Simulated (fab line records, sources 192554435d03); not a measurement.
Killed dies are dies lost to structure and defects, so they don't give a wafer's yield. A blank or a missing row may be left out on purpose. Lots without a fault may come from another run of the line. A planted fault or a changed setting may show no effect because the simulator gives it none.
Split-lot experiment | flow n5_finfet | 7 lots, 39 wafers read, on a route of 1938 steps

THE SPLIT
At N5_BEOL_M2_ILD_DEP_00 (deposits SiOC from DEMS/O2, target thk 79 nm, time 15.3 s), the setting time_s was moved away from the recipe's 15.3 s on 12 of the 39 wafers read, by -38.6% to +28.4%. The other wafers ran this setting at the recipe's value.

The file shows no step between the split and the reading.

THE READING
M2_ILD_THK, in nm, at N5_BEOL_M2_THK_MEAS_01. Fault-free wafers of this fab line usually give 79.1 nm, standard deviation 0.93 nm.

wafer  | tool, chamber at the split | time_s as run, s | against the recipe | M2_ILD_THK, nm | against lot-mates on the recipe
L076.1 | pecvd-02, 2                | 15.3             | recipe             | 77.8           | -
L076.2 | pecvd-02, 0                | 15.3             | recipe             | 77.5           | -
L076.3 | pecvd-02, 0                | 15.3             | recipe             | 79.4           | -
L076.4 | pecvd-02, 2                | 15.3             | recipe             | 79.5           | -
L076.5 | pecvd-02, 2                | 15.3             | recipe             | 78.7           | -
L076.6 | pecvd-02, 0                | 15.3             | recipe             | 79.0           | -
L080.1 | pecvd-01, 0                | 15.3             | recipe             | 77.6           | -
L080.2 | pecvd-01, 1                | 15.3             | recipe             | 77.3           | -
L080.3 | pecvd-01, 2                | 15.3             | recipe             | 76.7           | -
L085.1 | pecvd-02, 2                | 15.3             | recipe             | 79.1           | -
L085.2 | pecvd-02, 0                | 9.399            | -38.6%             | 49.6           | -29.8
L085.3 | pecvd-02, 1                | 9.399            | -38.6%             | 48.7           | -30.7
L085.4 | pecvd-02, 1,2              | 15.3             | recipe             | 79.5           | -
L085.5 | pecvd-02, 0                | 9.399            | -38.6%             | 49.8           | -29.6
L085.6 | pecvd-02, 1,2              | 15.3             | recipe             | 79.5           | -
L088.1 | pecvd-02, 2                | 15.3             | recipe             | 78.0           | -
L088.2 | pecvd-02, 1,0              | 12.65            | -17.3%             | 65.6           | -13.2
L088.3 | pecvd-02, 1,0              | 12.65            | -17.3%             | 65.6           | -13.2
L088.4 | pecvd-02, 0                | 15.3             | recipe             | 79.1           | -
L088.5 | pecvd-02, 1                | 12.65            | -17.3%             | 66.3           | -12.5
L088.6 | pecvd-02, 2                | 15.3             | recipe             | 79.3           | -
L091.1 | pecvd-03, 1,0              | 15.3             | recipe             | 78.2           | -
L091.2 | pecvd-03, 2                | 15.3             | recipe             | 78.4           | -
L091.3 | pecvd-03, 1,0              | 15.3             | recipe             | 78.2           | -
L091.4 | pecvd-03, 0                | 11.13            | -27.3%             | 58.0           | -20.3
L091.5 | pecvd-03, 2                | 11.13            | -27.3%             | 58.9           | -19.4
L091.6 | pecvd-03, 1                | 11.13            | -27.3%             | 57.4           | -20.9
L093.1 | pecvd-01, 2                | 15.3             | recipe             | 78.7           | -
L093.2 | pecvd-01, 1                | 15.3             | recipe             | 77.9           | -
L093.3 | pecvd-01, 0                | 19.65            | +28.4%             | 100.4          | +21.8
L093.4 | pecvd-01, 0                | 19.65            | +28.4%             | 102.1          | +23.5
L093.5 | pecvd-01, 2                | 15.3             | recipe             | 79.1           | -
L093.6 | pecvd-01, 1                | 19.65            | +28.4%             | 101.4          | +22.8
L094.1 | pecvd-03, 0                | 15.3             | recipe             | 77.8           | -
L094.2 | pecvd-03, 1                | 15.3             | recipe             | 77.9           | -
L094.3 | pecvd-03, 2                | 15.3             | recipe             | 78.6           | -
L094.4 | pecvd-03, 1                | 15.3             | recipe             | 79.1           | -
L094.5 | pecvd-03, 2                | 15.3             | recipe             | 79.8           | -
L094.6 | pecvd-03, 0                | 15.3             | recipe             | 78.8           | -
Where a row lists several chambers, the file gives one row for several wafers and doesn't say which wafer went through which chamber.

THE FIT
A straight line over all 39 wafers: M2_ILD_THK changes by +0.767 nm for each +1% of time_s; r = +1.00; the points scatter about the line by 0.8 nm.
The same after taking each lot's own level away (the mean of its wafers on the recipe; 39 wafers): +0.775 nm for each +1%; r = +1.00; scatter 0.66 nm.
On that fit, the largest move of time_s shifts the reading by 30 nm.
The lots' own levels span 77.20 to 79.37 nm, that is 2.3 times the standard deviation above.
So the lot-to-lot level changes the slope little: the two slopes agree.
Check: with one of the wafers moved furthest among these (-38.6%) left out of the fit, the line predicts -29.7 nm for it against its lot-mates. It came out at -29.8 nm against them.

OTHER SPLITS ON THESE WAFERS
These wafers also went through other splits before the reading. Each is held against what the fit with the lots' levels taken away leaves over:
other split on the same wafers  | wafers away from the commonest value | r with M2_ILD_THK (lot level and that fit taken away)
N5_BEOL_M0_SAQP_PECVD_04 time_s | 15                                   | +0.05

THE WHOLE CHAIN: every reading that the file lists as answering this split, in the file's order
step                   | what it does                                              | reading                                                                            | change (the file's fit)               | r (the file's)
N5_BEOL_M2_ILD_DEP_00  | deposits SiOC from DEMS/O2, target thk 79 nm, time 15.3 s | SiOC_of_BEOL_M2_ILD_DEP_00.thk_nm (the simulator's own value, which no gauge read) | +0.769 nm for each +1% of the setting | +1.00
N5_BEOL_M2_THK_MEAS_01 |                                                           | M2_ILD_THK                                                                         | +0.771 for each +1% of the setting    | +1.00

THE FILE'S OWN FIT
M2_ILD_THK changes by +0.771 nm for each +1% of time_s, r = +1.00.
